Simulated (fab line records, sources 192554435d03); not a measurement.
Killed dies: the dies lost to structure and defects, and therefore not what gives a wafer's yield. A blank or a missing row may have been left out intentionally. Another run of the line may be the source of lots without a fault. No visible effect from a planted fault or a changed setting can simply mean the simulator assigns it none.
Matching of chambers	flow n5Finfet	4 sister chambers for N5_DUMMY_GATE_HM_OPEN_21 on rieDiel-06
The step chemistry CH3F/O2, target SiNx, target depth 120 nm, time 171.4 s. 30 wafers are shown with their chamber, then 12 later ones without.

WAFERS, EACH WITH ITS CHAMBER
wafer	chamber	showerheadPlenumPTorr (Torr)	drypumpMotorCurrentA (A)	rfVppV (V)
L075.1	1	2.01	5.1	289
L075.3	0	1.94	6.3	301
L075.5	1	2.01	5.1	289
L076.2	3	2.13	5.7	317
L076.5	3	2.13	5.7	315
L076.6	2	1.99	5.0	305
L079.1	3	2.13	5.7	315
L079.2	0	1.94	6.2	300
L079.5	3	2.13	5.7	314
L081.3	3	2.13	5.7	316
L081.4	0	1.94	6.2	301
L081.6	2	1.99	5.0	305
L083.1	2	1.99	5.0	304
L083.3	1	2.00	5.0	289
L083.5	1	2.00	5.0	287
L084.3	0	1.94	6.2	301
L084.4	1	2.00	5.0	288
L084.6	3	2.12	5.7	316
L085.3	3	2.12	5.8	317
L085.5	0	1.94	6.2	303
L085.6	1	2.00	5.0	288
L087.3	1	2.00	5.1	288
L087.4	0	1.94	6.2	299
L087.5	2	1.99	5.0	303
L088.1	3	2.12	5.8	316
L088.3	1	2.00	5.1	289
L088.4	0	1.94	6.2	299
L089.2	3	2.12	5.7	316
L089.4	2	1.98	4.9	303
L089.5	2	1.98	4.9	304

SIGNATURES, as means of the wafers listed above
reading	chamber 0	chamber 1	chamber 2	chamber 3	scatter within a chamber
showerheadPlenumPTorr	1.9400	2.0025	1.9867	2.1256	0.00441
drypumpMotorCurrentA	6.214	5.050	4.967	5.722	0.047
rfVppV	300.57	288.38	304.00	315.78	1.02
Rule: for each reading, subtract the chamber's mean from the wafer's reading, divide by that reading's scatter and square the result; add these up over the readings and take the root, which gives the wafer's distance from the chamber. If the next closest chamber is less than 2 further off than the closest, the wafer can't be placed; otherwise it belongs to the closest. The scatter is the square root of a quotient: the sum, over the shown wafers, of each reading's squared deviation from its chamber's mean, divided by wafers minus chambers.

WAFERS WITH NO CHAMBER GIVEN
wafer	showerheadPlenumPTorr (Torr)	drypumpMotorCurrentA (A)	rfVppV (V)
L091.3	2.00	5.1	288
L091.5	2.00	5.0	288
L091.6	1.98	5.0	304
L093.2	2.00	5.1	289
L093.4	2.00	5.1	288
L093.6	2.12	5.7	316
L094.3	2.00	5.1	288
L094.5	2.00	5.0	288
L094.6	1.93	6.2	300
L097.1	1.93	6.2	300
L097.3	2.12	5.7	314
L097.6	2.12	5.7	316

WHICH CHAMBER EACH ONE RAN IN
wafer	from the rows above	in truth
L091.3	1	1
L091.5	1	1
L091.6	2	2
L093.2	1	1
L093.4	1	1
L093.6	3	3
L094.3	1	1
L094.5	1	1
L094.6	0	0
L097.1	0	0
L097.3	3	3
L097.6	3	3
Correctly placed: 12 of 12. From these rows, 0 cannot be placed. Wrongly placed: 0.
